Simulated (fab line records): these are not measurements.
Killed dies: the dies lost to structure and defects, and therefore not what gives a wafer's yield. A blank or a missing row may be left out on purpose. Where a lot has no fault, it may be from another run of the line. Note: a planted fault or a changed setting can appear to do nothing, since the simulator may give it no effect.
Which of the tools did it? + flow n5 finfet + 11 lots with 30 wafers sampled at 6 steps, on a route of 1938 steps

WHAT THE GAUGES READ, wafer by wafer
N5_ZERO_LAYER_INSPECT_20: inspects for defects (darkfield).
| lot  | measured    | on                | raw defect count |
|------|-------------|-------------------|------------------|
| L618 | day 1 13:25 | defect inspect-02 | 49 39 40         |
| L619 | day 1 19:17 | defect inspect-02 | 37 27            |
| L622 | day 2 13:26 | defect inspect-02 | 86 61 61         |
| L623 | day 2 19:26 | defect inspect-02 | 23 28 28         |
| L624 | day 3 01:25 | defect inspect-02 | 26 20 24         |
| L625 | day 3 07:53 | defect inspect-02 | 50 40            |
| L627 | day 3 19:24 | defect inspect-02 | 80 30            |
| L634 | day 5 13:25 | defect inspect-01 | 21 34 25         |
| L637 | day 6 07:23 | defect inspect-01 | 29 36 33         |
| L640 | day 7 01:17 | defect inspect-01 | 31 27 18         |
| L641 | day 7 07:23 | defect inspect-02 | 50 76 53         |

N5_WELL_APT_CD_MEAS_08: target cd 200 nm.
| lot  | measured    | on        | cd nm (nm)        |
|------|-------------|-----------|-------------------|
| L618 | day 1 13:50 | cd sem-03 | 205.3 198.3 198.1 |
| L619 | day 1 19:35 | cd sem-03 | 201.4 200.8       |
| L622 | day 2 13:44 | cd sem-03 | 200.0 200.6 197.0 |
| L623 | day 2 19:52 | cd sem-02 | 202.1 199.8 199.3 |
| L624 | day 3 01:50 | cd sem-02 | 197.2 196.2 199.6 |
| L625 | day 3 08:11 | cd sem-01 | 199.9 197.3       |
| L627 | day 3 19:42 | cd sem-02 | 192.9 191.0       |
| L634 | day 5 13:43 | cd sem-02 | 201.9 197.9 204.6 |
| L637 | day 6 07:49 | cd sem-02 | 201.1 199.7 197.5 |
| L640 | day 7 01:42 | cd sem-03 | 198.7 197.5 199.0 |
| L641 | day 7 07:49 | cd sem-01 | 201.2 196.5 198.7 |

N5_WELL_APT_INSPECT_10: inspects for defects (macro).
| lot  | measured    | on                | raw defect count |
|------|-------------|-------------------|------------------|
| L618 | day 1 13:54 | defect inspect-02 | 0 2 3            |
| L619 | day 1 19:38 | defect inspect-02 | 1 1              |
| L622 | day 2 13:48 | defect inspect-01 | 0 0 4            |
| L623 | day 2 19:55 | defect inspect-01 | 0 5 2            |
| L624 | day 3 01:53 | defect inspect-02 | 3 1 0            |
| L625 | day 3 08:15 | defect inspect-01 | 1 5              |
| L627 | day 3 19:46 | defect inspect-02 | 0 2              |
| L634 | day 5 13:46 | defect inspect-01 | 0 1 8            |
| L637 | day 6 07:52 | defect inspect-01 | 0 3 1            |
| L640 | day 7 01:46 | defect inspect-02 | 0 3 6            |
| L641 | day 7 07:52 | defect inspect-02 | 1 1 3            |

N5_BEOL_M4_RC_MEAS_101.
| lot  | measured     | on        | DIBL_N (mV/V)  | DIBL_P (mV/V)  | IOFF_N (nA/um) | IOFF_P (nA/um) | ION_N (uA/um) | ION_P (uA/um) | SS_N (mV/dec)  | SS_P (mV/dec)  | VT_N (mV)   | VT_P (mV)      |
|------|--------------|-----------|----------------|----------------|----------------|----------------|---------------|---------------|----------------|----------------|-------------|----------------|
| L618 | day 7 17:21  | prober-01 | 40.3 36.7 37.4 | 39.7 36.9 37.3 | 0.25 0.16 0.16 | 0.27 0.23 0.23 | 677 686 690   | 458 473 473   | 73.5 71.2 72.0 | 73.8 72.4 73.4 | 245 248 250 | -249 -248 -247 |
| L619 | day 8 02:11  | prober-02 | 37.0 38.1      | 38.6 39.7      | 0.17 0.18      | 0.23 0.26      | 691 667       | 466 458       | 72.8 72.8      | 74.1 74.7      | 247 251     | -251 -249      |
| L622 | day 8 14:33  | prober-02 | 36.5 37.0 39.3 | 34.2 36.7 37.7 | 0.13 0.15 0.18 | 0.21 0.26 0.26 | 670 658 680   | 468 464 470   | 71.2 71.2 72.3 | 73.3 73.5 73.6 | 254 250 247 | -247 -248 -245 |
| L623 | day 9 03:02  | prober-01 | 34.2 36.0 36.8 | 34.4 37.9 38.0 | 0.15 0.18 0.20 | 0.18 0.24 0.23 | 682 670 687   | 471 457 464   | 72.3 72.0 72.0 | 73.2 73.3 74.3 | 253 247 247 | -254 -249 -251 |
| L624 | day 9 10:41  | prober-02 | 37.3 39.1 34.8 | 36.9 38.0 35.0 | 0.17 0.20 0.13 | 0.24 0.26 0.23 | 678 684 650   | 469 472 454   | 71.4 72.7 71.0 | 74.0 74.2 74.0 | 249 248 250 | -249 -247 -248 |
| L625 | day 9 12:52  | prober-02 | 36.8 38.7      | 37.1 38.1      | 0.14 0.19      | 0.24 0.25      | 645 679       | 448 464       | 70.6 71.8      | 73.9 73.3      | 254 247     | -251 -249      |
| L627 | day 10 05:12 | prober-02 | 38.0 39.1      | 37.3 39.7      | 0.18 0.19      | 0.24 0.28      | 677 667       | 465 468       | 71.7 71.3      | 73.2 74.1      | 252 247     | -247 -245      |
| L634 | day 11 13:32 | prober-02 | 35.3 36.3 35.2 | 34.4 35.7 34.0 | 0.12 0.15 0.12 | 0.18 0.20 0.17 | 661 688 648   | 461 476 452   | 71.0 71.4 71.3 | 72.3 72.5 72.6 | 254 252 257 | -252 -255 -254 |
| L637 | day 13 03:25 | prober-01 | 36.3 35.6 40.4 | 37.2 35.8 39.2 | 0.17 0.15 0.25 | 0.24 0.22 0.27 | 693 665 676   | 480 466 461   | 70.8 71.5 73.2 | 72.9 72.4 73.8 | 248 248 248 | -247 -248 -244 |
| L640 | day 13 17:25 | prober-01 | 39.4 34.4 39.7 | 39.4 34.4 40.4 | 0.22 0.12 0.23 | 0.25 0.18 0.28 | 683 672 697   | 457 465 474   | 72.8 71.4 72.3 | 74.8 73.1 74.5 | 244 251 241 | -249 -254 -249 |
| L641 | day 13 19:04 | prober-02 | 37.1 35.2 38.5 | 36.8 35.5 38.6 | 0.19 0.13 0.20 | 0.20 0.18 0.23 | 668 659 673   | 454 452 457   | 72.8 71.5 72.3 | 73.0 73.1 74.2 | 248 251 248 | -253 -253 -249 |

WHAT TOOL EACH LOT RAN ON (gives the tool, then ch and the chambers of the sampled wafers, and finally the start)
| lot  | N5_ZERO_LAYER_STRIP_24              | N5_WELL_APT_EXPOSE_05            |
|------|-------------------------------------|----------------------------------|
| L618 | plasma asher-01 ch 0,1, day 1 13:03 | krf scanner-02 ch 0, day 1 13:40 |
| L619 | plasma asher-02 ch 0, day 1 18:53   | krf scanner-02 ch 0, day 1 19:25 |
| L622 | plasma asher-02 ch 0,1, day 2 13:04 | krf scanner-01 ch 0, day 2 13:34 |
| L623 | plasma asher-01 ch 0,1, day 2 19:04 | krf scanner-02 ch 0, day 2 19:42 |
| L624 | plasma asher-01 ch 0,1, day 3 01:01 | krf scanner-01 ch 0, day 3 01:40 |
| L625 | plasma asher-01 ch 0, day 3 07:32   | krf scanner-01 ch 0, day 3 08:01 |
| L627 | plasma asher-02 ch 0,1, day 3 19:01 | krf scanner-01 ch 0, day 3 19:32 |
| L634 | plasma asher-02 ch 0,1, day 5 13:03 | krf scanner-02 ch 0, day 5 13:33 |
| L637 | plasma asher-02 ch 0,1, day 6 07:01 | krf scanner-02 ch 0, day 6 07:38 |
| L640 | plasma asher-01 ch 0, day 7 00:53   | krf scanner-02 ch 0, day 7 01:32 |
| L641 | plasma asher-02 ch 0, day 7 07:01   | krf scanner-01 ch 0, day 7 07:38 |
- N5_ZERO_LAYER_STRIP_24: strips in O2.
- N5_WELL_APT_EXPOSE_05: exposes mask NWELL, defocus 0 nm, target cd 200 nm.

WHAT THE TOOLS THEMSELVES READ (means of the sampled wafers that have a number; where no wafer has one, the mark that the record gives instead)
N5_ZERO_LAYER_STRIP_24.
| lot  | tool            | drypump motor current A (A) | heater power w (W) | oes product au (a.u.) | strip time to endpoint s (s) | temp c (C) |
|------|-----------------|-----------------------------|--------------------|-----------------------|------------------------------|------------|
| L618 | plasma asher-01 | 5.69                        | 346                | 0.644                 | 43.90                        | 249.89     |
| L619 | plasma asher-02 | 5.52                        | 325                | 0.650                 | 43.91                        | 249.97     |
| L622 | plasma asher-02 | 5.46                        | 310                | 0.653                 | 43.94                        | 250.01     |
| L623 | plasma asher-01 | 5.70                        | 353                | 0.652                 | 43.95                        | 250.04     |
| L624 | plasma asher-01 | 5.70                        | 353                | 0.645                 | 43.81                        | 249.95     |
| L625 | plasma asher-01 | 5.15                        | 348                | 0.645                 | 43.92                        | 249.83     |
| L627 | plasma asher-02 | 5.49                        | 314                | 0.644                 | 43.86                        | 250.13     |
| L634 | plasma asher-02 | 5.51                        | 316                | 0.647                 | 43.86                        | 250.07     |
| L637 | plasma asher-02 | 5.43                        | 314                | 0.649                 | 43.96                        | 250.19     |
| L640 | plasma asher-01 | 5.18                        | 350                | 0.649                 | 43.82                        | 250.21     |
| L641 | plasma asher-02 | 5.55                        | 320                | 0.649                 | 43.79                        | 249.95     |

N5_WELL_APT_EXPOSE_05.
| lot  | tool           | exposure dose mJ cm2 |
|------|----------------|----------------------|
| L618 | krf scanner-02 | 20.277               |
| L619 | krf scanner-02 | 20.306               |
| L622 | krf scanner-01 | 20.298               |
| L623 | krf scanner-02 | 20.303               |
| L624 | krf scanner-01 | 20.296               |
| L625 | krf scanner-01 | 20.282               |
| L627 | krf scanner-01 | 20.319               |
| L634 | krf scanner-02 | 20.298               |
| L637 | krf scanner-02 | 20.277               |
| L640 | krf scanner-02 | 20.297               |
| L641 | krf scanner-01 | 20.291               |

THE ANSWER, worked out from the rows above alone
Rule: what is usual is taken from the lots themselves. Put in order of their means at a reading, lots are off if they are a third of the lots or fewer, leave a main group of 4 or more, and stand apart from it by a gap of 3 or more times the standard deviation of the main group's means; of several such gaps the widest counts. Not used: any main group whose means are identical at the precision the tables above print for the reading. A lot without any number at a reading at which 4 lots or more have one is off too. The other lots that the step has rows for count as sound. The gauges are gone through in route order, then the tools' own readings, and for those a lot's mean is taken as printed above. At the first step where some lot is off, the reading lying furthest off is the one used; lots without a number count as furthest.
Off: L627 (N5_WELL_APT_CD_MEAS_08, cd nm). For the main group the mean is 199.6 nm and the standard deviation 1.2.
A tool fits if, at a process step before that reading, it ran every lot that is off, and no sound lot after the first of them. The gauges at N5_WELL_APT_CD_MEAS_08 are tried like those tools. None of those tried fits.

WHAT WAS PUT IN BY THE SIMULATOR
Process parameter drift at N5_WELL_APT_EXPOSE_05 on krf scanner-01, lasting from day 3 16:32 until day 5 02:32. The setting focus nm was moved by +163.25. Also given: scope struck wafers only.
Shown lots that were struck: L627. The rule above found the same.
